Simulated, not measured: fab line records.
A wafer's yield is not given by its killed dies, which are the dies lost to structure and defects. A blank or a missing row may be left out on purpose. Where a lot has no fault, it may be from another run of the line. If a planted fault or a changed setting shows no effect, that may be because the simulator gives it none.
Matching of chambers ; flow n5-finfet ; 4 sister chambers for N5_BEOL_M5_STRIP_19 on rie-diel-06
The step strips in O2. 18 wafers are shown with their chamber, then 9 later ones without.

== WAFERS PAIRED WITH THEIR CHAMBERS ==
wafer;chamber;showerhead-plenum-p-Torr (Torr);drypump-motor-current-A (A);throttle-valve-pct (%)
L076.2;0;2.00;6.2;16.87
L076.5;2;2.05;5.0;16.17
L076.6;3;2.20;5.7;16.59
L077.2;2;2.05;5.0;16.20
L077.3;0;2.00;6.2;16.86
L077.6;0;2.00;6.2;16.87
L080.1;0;2.00;6.2;16.87
L080.4;1;2.08;5.1;16.77
L080.5;0;2.00;6.2;16.86
L085.3;0;2.00;6.2;16.88
L085.5;2;2.05;5.0;16.22
L085.6;3;2.19;5.8;16.63
L093.2;1;2.07;5.1;16.82
L093.4;3;2.19;5.7;16.66
L093.6;2;2.04;5.0;16.25
L090.1;2;2.04;4.9;16.26
L090.3;3;2.19;5.7;16.65
L090.5;1;2.07;5.0;16.82

SIGNATURES, as means of the wafers listed above
reading;chamber 0;chamber 1;chamber 2;chamber 3;scatter within a chamber
showerhead-plenum-p-Torr;2.0000;2.0733;2.0460;2.1925;0.00432
drypump-motor-current-A;6.200;5.067;4.980;5.725;0.0398
throttle-valve-pct;16.8683;16.8033;16.2200;16.6325;0.027
Rule: a wafer lies at a distance from a chamber equal to the root of the sum of squares, over the readings, of (its reading less the chamber's mean, divided by the reading's scatter). If the next closest chamber is less than 2 further off than the closest, the wafer can't be placed; otherwise it belongs to the closest. The scatter: take each reading less its chamber's mean, square it, sum over the shown wafers, divide by the number of wafers less the number of chambers, and take the root.

== WAFERS WITH NO CHAMBER GIVEN ==
wafer;showerhead-plenum-p-Torr (Torr);drypump-motor-current-A (A);throttle-valve-pct (%)
L091.3;2.07;5.1;16.84
L091.5;2.19;5.7;16.64
L091.6;1.99;6.2;16.90
L092.1;2.19;5.7;16.67
L092.2;1.99;6.2;16.91
L092.3;2.04;5.0;16.25
L096.1;2.04;4.9;16.29
L096.4;2.18;5.7;16.69
L096.5;2.04;4.9;16.28

== EACH ONE'S CHAMBER ==
wafer;from the rows above;in truth
L091.3;1;1
L091.5;3;3
L091.6;0;0
L092.1;3;3
L092.2;0;0
L092.3;2;2
L096.1;2;2
L096.4;3;3
L096.5;2;2
Correctly placed: 9 of 9. Not placeable from these rows: 0. 0 placed wrongly.
